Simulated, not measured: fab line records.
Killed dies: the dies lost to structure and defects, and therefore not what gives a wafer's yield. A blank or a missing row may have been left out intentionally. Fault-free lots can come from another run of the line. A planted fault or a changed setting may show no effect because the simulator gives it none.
The tool behind it: which one? ; flow nand harc ; 13 lots with 39 wafers sampled at 5 steps, on a route of 1302 steps

== WHAT THE GAUGES SHOWED, per wafer ==
NHARC_P_ZERO_WELL_CD_MEAS_37 targets a cd of 720 nm.
lot;measured;on;cd nm (nm)
L459;day 2 00:13;cd sem-02;721.4 716.8 721.3
L461;day 2 20:14;cd sem-03;721.0 721.2 719.9
L463;day 3 16:16;cd sem-01;719.8 719.7 718.5
L468;day 5 18:17;cd sem-01;721.7 716.2 720.8
L472;day 7 10:30;cd sem-03;719.7 719.1 719.3
L473;day 7 20:08;cd sem-02;722.3 716.6 721.6
L474;day 8 06:01;cd sem-03;721.8 718.6 719.6
L475;day 8 16:16;cd sem-02;719.8 717.5 718.3
L476;day 9 02:10;cd sem-02;721.8 720.2 719.4
L478;day 9 22:17;cd sem-02;720.4 719.9 721.9
L479;day 10 08:01;cd sem-02;721.0 717.4 722.4
L480;day 10 18:20;cd sem-03;720.5 719.2 719.0
L481;day 11 03:56;cd sem-02;721.6 718.8 718.2

NHARC_END_SORT_01.
lot;measured;on;killed at array;killed at other;killed at periphery;killed dies;killed open;killed short
L459;day 25 07:16;prober-02;46 57;0 1;5 2;51 60;3 6;3 1

== TOOL THAT RAN EACH LOT (tool first, then ch and the chambers of the sampled wafers, then the start) ==
lot;NHARC_P_ZERO_WELL_DESCUM_26;NHARC_P_ZERO_WELL_DESCUM_54;NHARC_P_GATE_HM_DEP_102
L459;rie diel-01 ch 0,3, day 1 22:45;rie diel-05 ch 0,3, day 2 03:29;acl dep-03 ch 0, day 5 00:32 and acl dep-01 ch 0, day 5 01:44
L461;rie diel-01 ch 0,2,3, day 2 18:46;rie diel-05 ch 1,2, day 2 22:02;acl dep-02 ch 0, day 5 16:54 and acl dep-01 ch 0, day 5 19:04
L463;rie diel-05 ch 0,1,2, day 3 14:47;rie diel-05 ch 0,1,3, day 3 18:04;acl dep-03 ch 0, day 6 13:56 and acl dep-01 ch 0, day 6 15:31
L468;rie diel-04 ch 2,3, day 5 16:49;rie diel-05 ch 2,3, day 5 19:58;acl dep-03 ch 0, day 8 22:23
L472;rie diel-05 ch 0,3, day 7 08:59;rie diel-04 ch 0,1, day 7 12:19;acl dep-01 ch 0, day 10 23:14
L473;rie diel-05 ch 0,1,2, day 7 18:40;rie diel-04 ch 1,2, day 7 21:59;acl dep-03 ch 0, day 11 00:07
L474;rie diel-05 ch 0,3, day 8 04:32;rie diel-05 ch 0,1, day 8 07:50;acl dep-01 ch 0, day 10 23:46
L475;rie diel-05 ch 0,1,3, day 8 14:53;rie diel-01 ch 1,3, day 8 18:16;acl dep-02 ch 0, day 11 16:41
L476;rie diel-05 ch 1,2, day 9 00:37;rie diel-04 ch 0,2,3, day 9 03:52;acl dep-01 ch 0, day 12 01:18
L478;rie diel-05 ch 1,2,3, day 9 20:50;rie diel-01 ch 2,3, day 9 23:59;acl dep-01 ch 0, day 13 00:41
L479;rie diel-04 ch 0,1,3, day 10 06:41;rie diel-05 ch 0,2, day 10 09:52;acl dep-01 ch 0, day 13 06:31
L480;rie diel-04 ch 0,1, day 10 16:59;rie diel-04 ch 0,1,2, day 10 20:10;acl dep-01 ch 0, day 13 23:34
L481;rie diel-05 ch 0,1,2, day 11 02:37;rie diel-04 ch 1,2,3, day 11 05:46;acl dep-02 ch 0, day 13 23:36
- NHARC_P_ZERO_WELL_DESCUM_26: chemistry O2, time 3 s.
- NHARC_P_ZERO_WELL_DESCUM_54: chemistry O2, time 3 s.
- NHARC_P_GATE_HM_DEP_102: deposits aC, target thk 120 nm.

== WHAT THE TOOLS THEMSELVES READ (means of the sampled wafers that have a number; where no wafer has one, the mark that the record gives instead) ==
NHARC_P_ZERO_WELL_DESCUM_26.
lot;tool;drypump motor current A (A);oes product au (a.u.);rf vpp V (V);showerhead plenum p Torr (Torr);throttle valve pct (%)
L459;rie diel-01;6.4;0.993;56.7;1.89;11.304
L461;rie diel-01;6.4;1.011;56.9;1.89;11.307
L463;rie diel-05;5.5;1.002;58.7;1.88;11.312
L468;rie diel-04;6.1;0.988;58.3;1.86;11.319
L472;rie diel-05;5.7;0.989;58.0;1.88;11.296
L473;rie diel-05;5.5;0.993;57.8;1.87;11.305
L474;rie diel-05;5.7;0.992;58.3;1.88;11.305
L475;rie diel-05;5.4;0.997;57.4;1.93;11.312
L476;rie diel-05;5.4;1.003;57.1;1.86;11.307
L478;rie diel-05;5.3;1.001;57.5;1.92;11.305
L479;rie diel-04;5.8;0.998;57.9;1.86;11.312
L480;rie diel-04;5.6;1.008;57.2;1.88;11.310
L481;rie diel-05;5.6;1.000;58.5;1.87;11.309

NHARC_P_ZERO_WELL_DESCUM_54.
lot;tool;drypump motor current A (A);oes product au (a.u.);rf vpp V (V);showerhead plenum p Torr (Torr);throttle valve pct (%)
L459;rie diel-05;5.5;0.995;57.8;1.96;11.308
L461;rie diel-05;5.4;1.003;58.3;1.88;11.314
L463;rie diel-05;5.4;1.004;58.7;1.94;11.307
L468;rie diel-05;5.4;0.994;57.8;1.94;11.306
L472;rie diel-04;5.5;1.017;58.7;1.90;11.306
L473;rie diel-04;5.5;1.010;57.6;1.92;11.307
L474;rie diel-05;5.3;1.001;57.6;1.93;11.314
L475;rie diel-01;6.2;1.015;57.6;1.92;11.310
L476;rie diel-04;5.7;1.003;58.2;1.89;11.307
L478;rie diel-01;6.2;0.988;57.9;1.90;11.310
L479;rie diel-05;5.8;1.004;57.3;1.81;11.307
L480;rie diel-04;5.5;0.999;57.3;1.91;11.313
L481;rie diel-04;5.8;1.000;58.2;1.87;11.305

NHARC_P_GATE_HM_DEP_102.
lot;tool;throttle valve pct (%)
L459;acl dep-03/acl dep-01;34.992
L461;acl dep-02/acl dep-01;35.002
L463;acl dep-03/acl dep-01;35.005
L468;acl dep-03;34.993
L472;acl dep-01;35.005
L473;acl dep-03;34.992
L474;acl dep-01;35.002
L475;acl dep-02;34.996
L476;acl dep-01;35.001
L478;acl dep-01;34.998
L479;acl dep-01;35.000
L480;acl dep-01;35.002
L481;acl dep-02;35.000

== THE ANSWER, worked out from the rows above alone ==
Rule: the usual values come from the lots themselves. Put in order of their means at a reading, lots are off if they are a third of the lots or fewer, leave a main group of 4 or more, and stand apart from it by a gap of 3 or more times the standard deviation of the main group's means; of several such gaps the widest counts. If all means in a main group match to the digits the tables above print for the reading, that group is not used. A lot without any number at a reading at which 4 lots or more have one is off too. Any other lot the step has rows for is counted as sound. After the gauges, taken in route order, come the tools' own readings; for these a lot's mean is taken, as printed above. The first step at which some lot is off is used, and at that step the reading that is off furthest; a lot without a number counts as furthest.
None of the lots is off at any reading shown; this tells nothing.

== WHAT THE SIMULATOR HAD PUT IN ==
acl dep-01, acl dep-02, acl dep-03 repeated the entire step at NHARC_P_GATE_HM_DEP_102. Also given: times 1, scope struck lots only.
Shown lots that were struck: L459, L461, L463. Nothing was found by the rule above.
